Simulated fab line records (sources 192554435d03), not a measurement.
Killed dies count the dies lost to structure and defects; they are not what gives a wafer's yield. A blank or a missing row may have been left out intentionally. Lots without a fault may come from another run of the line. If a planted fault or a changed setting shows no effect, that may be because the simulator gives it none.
Matching of chambers || flow n5-finfet || 4 sister chambers for N5_SD_EPI_P_ETCH_47 on rie-diel-01
The step etches SiOCN in CH3F/O2, target depth 25 nm. 8 wafers are shown with their chamber, then 12 later ones without.

WAFERS, EACH WITH ITS CHAMBER
{"wafer": "L083.5", "chamber": 0, "showerhead-plenum-p-Torr (Torr)": 1.99, "drypump-motor-current-A (A)": 4.9}
{"wafer": "L085.1", "chamber": 2, "showerhead-plenum-p-Torr (Torr)": 1.93, "drypump-motor-current-A (A)": 5.2}
{"wafer": "L085.3", "chamber": 3, "showerhead-plenum-p-Torr (Torr)": 2.10, "drypump-motor-current-A (A)": 5.6}
{"wafer": "L086.2", "chamber": 2, "showerhead-plenum-p-Torr (Torr)": 1.93, "drypump-motor-current-A (A)": 5.2}
{"wafer": "L086.5", "chamber": 1, "showerhead-plenum-p-Torr (Torr)": 1.96, "drypump-motor-current-A (A)": 5.8}
{"wafer": "L088.2", "chamber": 1, "showerhead-plenum-p-Torr (Torr)": 1.96, "drypump-motor-current-A (A)": 5.8}
{"wafer": "L088.5", "chamber": 0, "showerhead-plenum-p-Torr (Torr)": 1.98, "drypump-motor-current-A (A)": 5.0}
{"wafer": "L088.6", "chamber": 3, "showerhead-plenum-p-Torr (Torr)": 2.10, "drypump-motor-current-A (A)": 5.6}

WAFERS WITHOUT THEIR CHAMBER
{"wafer": "L089.1", "showerhead-plenum-p-Torr (Torr)": 1.96, "drypump-motor-current-A (A)": 5.8}
{"wafer": "L089.4", "showerhead-plenum-p-Torr (Torr)": 2.10, "drypump-motor-current-A (A)": 5.6}
{"wafer": "L089.6", "showerhead-plenum-p-Torr (Torr)": 1.93, "drypump-motor-current-A (A)": 5.2}
{"wafer": "L091.2", "showerhead-plenum-p-Torr (Torr)": 1.98, "drypump-motor-current-A (A)": 4.9}
{"wafer": "L091.5", "showerhead-plenum-p-Torr (Torr)": 1.98, "drypump-motor-current-A (A)": 5.0}
{"wafer": "L091.6", "showerhead-plenum-p-Torr (Torr)": 1.96, "drypump-motor-current-A (A)": 5.8}
{"wafer": "L092.4", "showerhead-plenum-p-Torr (Torr)": 1.96, "drypump-motor-current-A (A)": 5.7}
{"wafer": "L092.5", "showerhead-plenum-p-Torr (Torr)": 1.95, "drypump-motor-current-A (A)": 5.7}
{"wafer": "L092.6", "showerhead-plenum-p-Torr (Torr)": 1.93, "drypump-motor-current-A (A)": 5.2}
{"wafer": "L097.2", "showerhead-plenum-p-Torr (Torr)": 1.95, "drypump-motor-current-A (A)": 5.8}
{"wafer": "L097.3", "showerhead-plenum-p-Torr (Torr)": 1.93, "drypump-motor-current-A (A)": 5.2}
{"wafer": "L097.5", "showerhead-plenum-p-Torr (Torr)": 1.95, "drypump-motor-current-A (A)": 5.8}

WHICH CHAMBER EACH ONE RAN IN
{"wafer": "L089.1", "from the rows above": 1, "in truth": 1}
{"wafer": "L089.4", "from the rows above": 3, "in truth": 3}
{"wafer": "L089.6", "from the rows above": 2, "in truth": 2}
{"wafer": "L091.2", "from the rows above": 0, "in truth": 0}
{"wafer": "L091.5", "from the rows above": 0, "in truth": 0}
{"wafer": "L091.6", "from the rows above": 1, "in truth": 1}
{"wafer": "L092.4", "from the rows above": 1, "in truth": 1}
{"wafer": "L092.5", "from the rows above": 1, "in truth": 1}
{"wafer": "L092.6", "from the rows above": 2, "in truth": 2}
{"wafer": "L097.2", "from the rows above": 1, "in truth": 1}
{"wafer": "L097.3", "from the rows above": 2, "in truth": 2}
{"wafer": "L097.5", "from the rows above": 1, "in truth": 1}
Correctly placed: 12 of 12. From these rows, 0 cannot be placed. Number placed wrongly: 0.
How it was worked out, from the rows above alone: a wafer's distance from a chamber is the root of the sum, over the readings, of the square of ((its reading less the chamber's mean) divided by the reading's scatter). The wafer belongs to the nearest chamber; if the next one is less than 2 further off, it can't be placed. A chamber's mean is the mean of its shown wafers. How the scatter is found: for the shown wafers, subtract from each reading the mean of its chamber, square and add these, divide the total by (wafers less chambers), then take the root.
